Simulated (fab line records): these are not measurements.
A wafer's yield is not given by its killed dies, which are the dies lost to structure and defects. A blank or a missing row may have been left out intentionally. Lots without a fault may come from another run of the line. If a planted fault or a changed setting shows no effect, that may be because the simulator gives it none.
fab line records    flow nand_harc
record: lots: 5  wafers: 15  last_day: 33
route steps=1302 shown A_SLIT@945 A_SIN_REMOVE@947 A_WL_FILL@952 END@1302
lots untouched by any fault: they come from a run of this same line in which no faults occurred
start_h: start of the lot's first displayed wafer, in hours after the record's first day    wait_h: time in hours since the lot's previous step    " as in the row above    L1.1+2: a single row standing in for several wafers    - no value, or no start given    * or withheld: withheld    < > ~ a bound
route shown NAME@n: names a module that has steps shown in the file, with the first one's number in the route    usual: mean and standard deviation over wafers with no fault    same: alike in all rows    chamber/n: place in a boat    sites: each site's reading    _std_site: the values' standard deviation    _edge_site: outer sites' mean less inner sites'    radius_mm: for every site, how far away it sits from the centre of the wafer    mask NAME#n: copy n    behind: the most recent tool/chamber to have shaped the wafer    hold: why the lot was held/for how many hours/how that ended    device: whichever transistor did not switch (one of n, p or np)    end of line: at the end of the route, the tests of the same wafers    a step with no rows: only its recipe    killed: dies that structure and defects cost at the first sort, which is not the same as the wafer's yield    map: the dies of a wafer, with x for killed, . for not killed, _ for no die there
set.NAME: the setting as run; set.NAME@STEP: as run at that earlier step    model.NAME: the simulator's own value behind a step, which no gauge read
lots at selected steps of the route; one table per step, one row per wafer
services: the hour from which a tool's chamber was out of use, counted from the record's first day as start_h (under 0 if before that day), plus the number of hours and why
== steps ==
step: NHARC_A_SLIT_SRD_20
step: NHARC_A_SLIT_CD_MEAS_21
usual: cd_nm: 289.2/0.97
lot.wafer  tool       chamber  start_h  wait_h  cd_nm
L538.1     cd_sem-02  -        469.33   -       290.1
L538.2     "          -        "        "       288.7
L538.3     "          -        "        "       289.2
L540.2     cd_sem-03  -        490.16   -       290.7
L540.4     "          -        "        "       288.8
L540.6     "          -        "        "       290.8
L553.2     cd_sem-03  -        627.67   -       288.7
L553.3     "          -        "        "       287.5
L553.6     "          -        "        "       288.1
L554.3     cd_sem-01  -        635.74   -       288.9
L554.5     "          -        "        "       289.9
L554.6     "          -        "        "       290.7
L558.1     cd_sem-03  -        676.37   -       288.5
L558.4     "          -        "        "       290.4
L558.6     "          -        "        "       289.6
step: NHARC_A_SIN_REMOVE_WET_00
recipe: temp_c: 160  time_s: 15300  chemistry: H3PO4
step: NHARC_A_SIN_REMOVE_PRECLEAN_01
recipe: time_s: *  temp_c: 50  bath_age_min: 0  chemistry: SC1
step: NHARC_A_SIN_REMOVE_SRD_02
step: NHARC_A_SIN_REMOVE_INSPECT_04
usual: raw_defect_count: 399/98
lot.wafer  tool               chamber  start_h  wait_h  raw_defect_count
L538.1     defect_inspect-01  -        476.10   0.0     685
L538.2     "                  -        "        "       658
L538.3     "                  -        "        "       551
L540.2     defect_inspect-02  -        496.70   0.0     262
L540.4     "                  -        "        "       253
L540.6     "                  -        "        "       218
L553.2     defect_inspect-01  -        634.24   0.0     387
L553.3     "                  -        "        "       366
L553.6     "                  -        "        "       427
L554.3     defect_inspect-01  -        642.43   0.0     383
L554.5     "                  -        "        "       578
L554.6     "                  -        "        "       453
L558.1     defect_inspect-01  -        682.95   0.0     579
L558.4     "                  -        "        "       447
L558.6     "                  -        "        "       587
step: NHARC_A_WL_FILL_ALD_00
recipe: target_thk_a: 30  pulse_time_s: 3  ald_cycles: 30  temp_c: 300  material: Al2O3
usual: heater_power_w: 454/53  precursor_pulse_height_rel: 1.001/0.018
lot.wafer  tool       chamber  start_h  wait_h  heater_power_w  precursor_pulse_height_rel  since_wet_clean_h
L538.3     ald_hk-02  3        476.19   0.1     386             1.000                       112
L538.1     "          0        "        "       449             1.003                       112
L538.2     "          1        "        "       512             0.991                       112
L540.4     ald_hk-01  1        496.80   0.1     411             1.006                       10
L540.2     "          3        "        "       379             1.019                       10
L540.6     "          0        "        "       508             1.028                       -
L553.2     ald_hk-01  0        634.34   0.1     496             1.002                       148
L553.3     "          1        "        "       421             1.025                       148
L553.6     "          0        "        "       507             1.015                       -
L554.3     ald_hk-04  2        642.52   0.1     427             0.990                       22
L554.6     "          1        "        "       572             1.030                       -
L554.5     "          2        "        "       417             1.000                       -
L558.1     ald_hk-04  3        683.01   0.1     433             0.981                       63
L558.4     "          0        "        "       357             1.004                       63
L558.6     "          3        "        "       440             0.999                       -
step: NHARC_A_WL_FILL_RTA_01
recipe: temp_c: 1000  time_s: 5
usual: lamp_power_pct: 30.2/0.62  wafer_temp_C_max: 1005.3/1.5
lot.wafer  tool           chamber  start_h  wait_h  lamp_power_pct  wafer_temp_C_max
L538.1     rtp_anneal-02  0        476.43   -       30.9            1008.8
L538.2     "              0        "        "       30.9            1007.1
L538.3     "              0        "        "       30.9            1004.8
L540.2     rtp_anneal-01  0        497.22   -       29.7            1003.1
L540.4     "              0        "        "       29.7            1004.0
L540.6     "              0        "        "       29.7            1004.8
L553.2     rtp_anneal-01  0        634.60   -       29.7            1003.1
L553.3     "              0        "        "       29.7            1004.2
L553.6     "              0        "        "       29.7            1005.1
L554.3     rtp_anneal-02  0        642.82   -       31.0            1006.6
L554.5     "              0        "        "       30.9            1005.8
L554.6     "              0        "        "       30.9            1005.9
L558.1     rtp_anneal-01  0        683.40   -       29.7            1004.2
L558.4     "              0        "        "       29.7            1003.1
L558.6     "              0        "        "       29.7            1004.5
step: NHARC_A_WL_FILL_ALD_02
recipe: target_thk_a: 20  pulse_time_s: 3  ald_cycles: 100  temp_c: 450  material: TiN
usual: heater_power_w: 1101/100  precursor_pulse_height_rel: 1.000/0.02
lot.wafer  tool          chamber  start_h  wait_h  heater_power_w  precursor_pulse_height_rel  since_wet_clean_h
L538.1     ald_metal-03  0        476.68   0.2     928             0.983                       77
L538.2     "             1        "        "       1281            1.031                       77
L538.3     "             2        "        "       1188            0.986                       77
L540.2     ald_metal-03  3        497.44   0.2     1133            0.995                       98
L540.4     "             0        "        "       912             1.001                       98
L540.6     "             2        "        "       1136            1.032                       -
L553.3     ald_metal-03  3        634.79   0.1     1153            0.998                       57
L553.2     "             0        "        "       910             0.996                       57
L553.6     "             0        "        "       932             0.990                       -
L554.3     ald_metal-02  0        643.02   0.2     1183            0.976                       23
L554.6     "             3        "        "       1139            1.012                       -
L554.5     "             0        "        "       1123            1.000                       -
L558.4     ald_metal-02  2        683.66   0.1     1243            1.031                       64
L558.1     "             3        "        "       1143            1.015                       64
L558.6     "             1        "        "       1009            1.004                       -
step: NHARC_A_WL_FILL_CVD_03
recipe: target_thk_a: 400  temp_c: 300  pressure_torr: 40  wf6_flow_sccm: 40  h2_flow_sccm: 1600  ar_flow_sccm: 1560  time_s: 279  material: W
usual: heater_power_w: 429/24  mfc_ar_sccm: 1560/5.2  throttle_valve_pct: 7.84/0.2
lot.wafer  tool      chamber  start_h  wait_h  heater_power_w  mfc_ar_sccm  since_wet_clean_h  throttle_valve_pct
L538.1     cvd_w-02  0        477.08   0.1     455             1556         14                 7.84
L538.2     "         1        "        "       397             1558         14                 7.59
L538.3     "         1        "        "       385             1546         -                  7.49
L540.2     cvd_w-02  0        497.98   0.2     455             1558         35                 7.71
L540.4     "         0        "        "       464             1569         -                  7.84
L540.6     "         0        "        "       450             1558         -                  7.64
L553.2     cvd_w-01  0        635.23   0.1     425             1563         75                 7.87
L553.3     "         0        "        "       433             1556         -                  7.99
L553.6     "         1        "        "       428             1555         -                  8.00
L554.3     cvd_w-01  0        643.52   0.2     453             1555         -                  7.98
L554.6     "         0        "        "       446             1557         -                  8.27
L554.5     "         1        "        "       428             1563         -                  8.03
L558.1     cvd_w-01  0        684.06   0.1     445             1560         124                8.09
L558.4     "         1        "        "       438             1566         -                  7.92
L558.6     "         1        "        "       423             1569         -                  8.36
step: NHARC_A_WL_FILL_ETCHBACK_04
recipe: target_depth_a: 600  time_s: 120  chemistry: NF3
usual: drypump_motor_current_A: 5.70/0.21  oes_product_au: 1.006/0.0093
lot.wafer  tool          chamber  start_h  wait_h  drypump_motor_current_A  oes_product_au  rf_hours_counter_h
L538.2     rie_metal-01  0        477.45   0.3     5.39                     0.995           0.7
L538.1     "             1        "        "       5.93                     1.022           1.2
L538.3     "             0        "        "       5.36                     1.002           -
L540.2     rie_metal-03  1        498.39   0.4     5.91                     1.007           2.5
L540.4     "             1        "        "       5.91                     0.997           -
L540.6     "             0        "        "       5.90                     1.007           -
L553.2     rie_metal-03  0        635.61   0.3     5.90                     0.889           2.1
L553.3     "             0        "        "       5.91                     0.901           -
L553.6     "             1        "        "       5.90                     0.898           -
L554.3     rie_metal-02  0        643.89   0.3     5.55                     1.025           -
L554.5     "             1        "        "       5.56                     1.024           -
L554.6     "             0        "        "       5.56                     1.022           -
L558.1     rie_metal-01  0        684.47   0.4     5.39                     1.001           1.6
L558.4     "             0        "        "       5.39                     1.005           -
L558.6     "             1        "        "       5.91                     1.006           -
step: NHARC_A_WL_FILL_ETCHBACK_05
recipe: target_depth_a: 220  time_s: 60  temp_c: 40  chemistry: Cl2/BCl3
usual: drypump_motor_current_A: 5.70/0.21  oes_product_au: 1.007/0.0096
lot.wafer  tool          chamber  start_h  wait_h  drypump_motor_current_A  oes_product_au  rf_hours_counter_h
L538.2     rie_metal-01  1        477.69   0.2     5.88                     1.025           1.3
L538.1     "             0        "        "       5.37                     0.995           0.8
L538.3     "             0        "        "       5.38                     0.996           -
L540.2     rie_metal-03  0        498.60   0.2     5.91                     1.008           2.6
L540.4     "             1        "        "       5.90                     1.007           -
L540.6     "             0        "        "       5.88                     1.005           -
L553.2     rie_metal-03  0        635.86   0.2     5.89                     1.002           2.3
L553.3     "             0        "        "       5.90                     0.995           -
L553.6     "             1        "        "       5.91                     1.001           -
L554.3     rie_metal-02  1        644.06   0.1     5.56                     1.016           -
L554.6     "             1        "        "       5.55                     1.018           -
L554.5     "             0        "        "       5.54                     1.013           -
L558.1     rie_metal-01  1        684.68   0.2     5.89                     1.019           1.4
L558.4     "             0        "        "       5.37                     0.998           -
L558.6     "             1        "        "       5.89                     1.012           -
step: NHARC_END_SORT_01
recipe: temp_c: 25
usual: killed_at_array: 59/20  killed_at_other: 0.8/1.1  killed_at_periphery: 5/3.1  killed_dies: 64/21  killed_open: 3.4/1.9  killed_short: 2.3/1.7
same: gross_dies: 677
lot.wafer  tool       chamber  start_h  wait_h  killed_at_array  killed_at_other  killed_at_periphery  killed_dies  killed_open  killed_short
L538.1     prober-02  0        574.23   2.5     95               1                1                    97           2            1
L538.2     prober-02  0        575.03   2.8     102              0                5                    107          5            2
L538.3     prober-02  0        575.83   3.1     105              1                5                    111          2            7
L540.2     prober-01  0        588.29   2.8     14               1                4                    19           2            3
L540.4     prober-01  0        589.89   3.4     17               1                5                    23           2            4
L540.6     prober-01  0        591.49   4.0     26               1                1                    28           8            0
L553.2     prober-01  0        738.91   2.8     74               0                4                    78           6            4
L553.3     prober-01  0        739.72   3.1     71               0                9                    80           7            0
L553.6     prober-01  0        742.14   4.0     62               0                1                    63           2            3
L554.3     prober-02  0        747.42   3.1     52               1                10                   63           5            4
L554.5     prober-02  0        749.01   3.7     81               2                10                   93           2            3
L554.6     prober-02  0        749.80   4.0     86               2                10                   98           5            1
L558.1     prober-01  0        780.35   2.6     43               0                4                    47           4            4
L558.4     prober-01  0        782.77   3.4     47               0                6                    53           2            3
L558.6     prober-01  0        784.38   4.0     53               0                5                    58           4            0
killed by level:class
L538.1 A_CHANNEL_HOLE_D1:chamber_film_flake=33 A_CHANNEL_HOLE_D2:chamber_film_flake=31 A_SLIT:chamber_film_flake=18 A_CONTACT:chamber_film_flake=4 A_STAIRCASE:chamber_film_flake=2 A_SGD_CUT:chamber_film_flake=2 A_CHANNEL_HOLE_D1:geometric_particle:open=1 A_CHANNEL_FILL_D2:geometric_particle:open=1
L538.2 A_CHANNEL_HOLE_D1:chamber_film_flake=36 A_CHANNEL_HOLE_D2:chamber_film_flake=30 A_SLIT:chamber_film_flake=21 A_STAIRCASE:chamber_film_flake=5 A_WL_FILL:geometric_particle:open=2 A_SGD_CUT:chamber_film_flake=2 P_M1:geometric_particle:open=1 A_CHANNEL_FILL_D1:geometric_particle:short=1
L538.3 A_SLIT:chamber_film_flake=33 A_CHANNEL_HOLE_D2:chamber_film_flake=29 A_CHANNEL_HOLE_D1:chamber_film_flake=25 A_STAIRCASE:chamber_film_flake=4 A_SGD_CUT:chamber_film_flake=4 P_STI:chamber_film_flake=2 P_CONTACT:geometric_particle:short=1 P_M1:geometric_particle:open=1
L540.2 A_CHANNEL_HOLE_D2:chamber_film_flake=7 A_CHANNEL_FILL_D1:geometric_particle:short=2 P_GATE:chamber_film_flake=2 P_STI:geometric_particle:open=1 A_DECK1_JOINT:geometric_particle:short=1 A_CHANNEL_FILL_D2:geometric_particle:open=1 P_STI:chamber_film_flake=1 A_DECK1_JOINT:chamber_film_flake=1
L540.4 A_CHANNEL_HOLE_D2:chamber_film_flake=7 A_SOURCE_PLATE:geometric_particle:short=2 A_CHANNEL_HOLE_D1:chamber_film_flake=2 A_CONTACT:chamber_film_flake=2 P_ZERO_WELL:geometric_particle:open=1 P_M2:geometric_particle:open=1 P_M2:geometric_particle:short=1 A_BLC:geometric_particle:short=1
L540.6 A_CHANNEL_HOLE_D2:chamber_film_flake=7 A_CHANNEL_HOLE_D1:chamber_film_flake=4 A_STAIRCASE:chamber_film_flake=4 A_ONON_D2:geometric_particle:open=3 A_ONON_D1:geometric_particle:open=1 A_CHANNEL_FILL_D1:geometric_particle:open=1 A_DECK1_JOINT:geometric_particle:open=1 A_SGD_CUT:geometric_particle:open=1
L553.2 A_CHANNEL_HOLE_D1:chamber_film_flake=33 A_STAIRCASE:chamber_film_flake=15 A_CONTACT:chamber_film_flake=7 A_CHANNEL_HOLE_D2:chamber_film_flake=6 A_SLIT:chamber_film_flake=5 P_CONTACT:geometric_particle:open=2 A_ONON_D1:geometric_particle:short=2 A_CHANNEL_FILL_D1:geometric_particle:open=2
L553.3 A_CHANNEL_HOLE_D1:chamber_film_flake=36 A_STAIRCASE:chamber_film_flake=18 A_CONTACT:chamber_film_flake=6 P_CONTACT:geometric_particle:open=3 P_ZERO_WELL:chamber_film_flake=3 A_SLIT:chamber_film_flake=3 P_STI:chamber_film_flake=2 A_CHANNEL_HOLE_D2:chamber_film_flake=2
L553.6 A_CHANNEL_HOLE_D1:chamber_film_flake=35 A_STAIRCASE:chamber_film_flake=9 A_SLIT:chamber_film_flake=4 A_CHANNEL_HOLE_D2:chamber_film_flake=3 A_CONTACT:chamber_film_flake=3 A_ONON_D1:geometric_particle:short=2 A_BLC:chamber_film_flake=2 A_CHANNEL_HOLE_D1:geometric_particle:open=1
L554.3 A_SLIT:chamber_film_flake=16 A_CHANNEL_HOLE_D2:chamber_film_flake=13 A_CHANNEL_FILL_D1:chamber_film_flake=6 P_M0:chamber_film_flake=4 A_WL_FILL:chamber_film_flake=3 A_ONON_D1:geometric_particle:open=2 P_STI:chamber_film_flake=2 P_GATE:chamber_film_flake=2
L554.5 A_CHANNEL_HOLE_D2:chamber_film_flake=31 A_SLIT:chamber_film_flake=26 A_CHANNEL_HOLE_D1:chamber_film_flake=6 P_CONTACT:chamber_film_flake=4 P_M0:chamber_film_flake=4 A_STAIRCASE:chamber_film_flake=4 A_CONTACT:chamber_film_flake=4 A_CHANNEL_FILL_D1:chamber_film_flake=3
L554.6 A_SLIT:chamber_film_flake=33 A_CHANNEL_HOLE_D2:chamber_film_flake=18 A_CHANNEL_HOLE_D1:chamber_film_flake=8 A_STAIRCASE:chamber_film_flake=6 A_WL_FILL:chamber_film_flake=6 P_CONTACT:chamber_film_flake=5 A_CONTACT:chamber_film_flake=4 A_CHANNEL_FILL_D1:chamber_film_flake=3
L558.1 A_SLIT:chamber_film_flake=16 A_CHANNEL_HOLE_D1:chamber_film_flake=9 A_STAIRCASE:chamber_film_flake=5 A_CONTACT:chamber_film_flake=3 P_CONTACT:geometric_particle:open=2 P_STI:chamber_film_flake=2 A_DECK1_JOINT:chamber_film_flake=2 A_ONON_D1:geometric_particle:open=1
L558.4 A_SLIT:chamber_film_flake=26 A_CHANNEL_HOLE_D1:chamber_film_flake=8 P_STI:chamber_film_flake=6 A_STAIRCASE:chamber_film_flake=3 A_CONTACT:chamber_film_flake=3 A_ONON_D1:geometric_particle:short=2 A_SGD_CUT:geometric_particle:open=1 A_SLIT:geometric_particle:open=1
L558.6 A_SLIT:chamber_film_flake=26 A_CHANNEL_HOLE_D1:chamber_film_flake=16 A_STAIRCASE:chamber_film_flake=4 P_STI:chamber_film_flake=3 A_DECK1_JOINT:chamber_film_flake=2 A_CONTACT:chamber_film_flake=2 P_STI:geometric_particle:open=1 P_GATE:geometric_particle:open=1
== services ==
tool          chamber  start_h  hours  kind
rie_metal-02  -        454.24   9.0    pm
ald_hk-02     -        471.27   0.9    repair
cvd_w-01      0        482.15   2.2    repair
ald_hk-01     -        492.84   0.6    repair
rie_metal-03  -        519.00   9.0    pm
rie_metal-03  0        519.00   9.0    vent_cycle
rie_metal-03  1        519.00   9.0    vent_cycle
ald_metal-02  0        522.65   3.6    repair
rie_metal-03  0        528.00   -      clean
rie_metal-01  -        547.31   0.5    repair
cvd_w-01      -        547.35   13.0   pm
ald_metal-03  -        568.00   10.0   pm
rie_metal-01  -        575.00   9.0    pm
ald_metal-03  3        582.08   16.2   repair
cvd_w-01      1        598.34   3.2    repair
ald_metal-03  1        608.79   4.2    repair
ald_metal-02  -        610.00   10.0   pm
cvd_w-01      0        617.45   10.2   repair
cvd_w-02      -        631.00   13.0   pm
rie_metal-02  -        631.24   9.0    pm
rie_metal-01  1        632.83   2.0    repair
ald_hk-01     -        654.75   10.0   pm
cvd_w-01      1        667.26   11.1   repair
cvd_w-01      0        669.90   7.6    repair
== key ==
first_sign: step: NHARC_A_WL_FILL_ETCHBACK_04  reading: oes_product_au  direction: down  sigmas: 12  usual: 1.006  struck: 0.896
effect none on later readings
met_at NHARC_A_WL_FILL_ETCHBACK_04
struck_wafers L553.2,L553.3,L553.6
tester_left_out L553
onset_between 498.39 635.61
fault: kind: process_parameter_drift  tool: rie_metal-03  chamber: -  onset_h: 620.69  steps: NHARC_A_WL_FILL_ETCHBACK_04  channel: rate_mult  offset: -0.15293  shape: step  end_h: 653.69  scope: struck_wafers_only
tester_left_out: of these lots the tester's yield and bins aren't shown, on N5 and GAA mostly nor the transistor test; their killed dies are dies lost to structure and defects alone, not to doping, threshold or leakage, so they don't give the yield
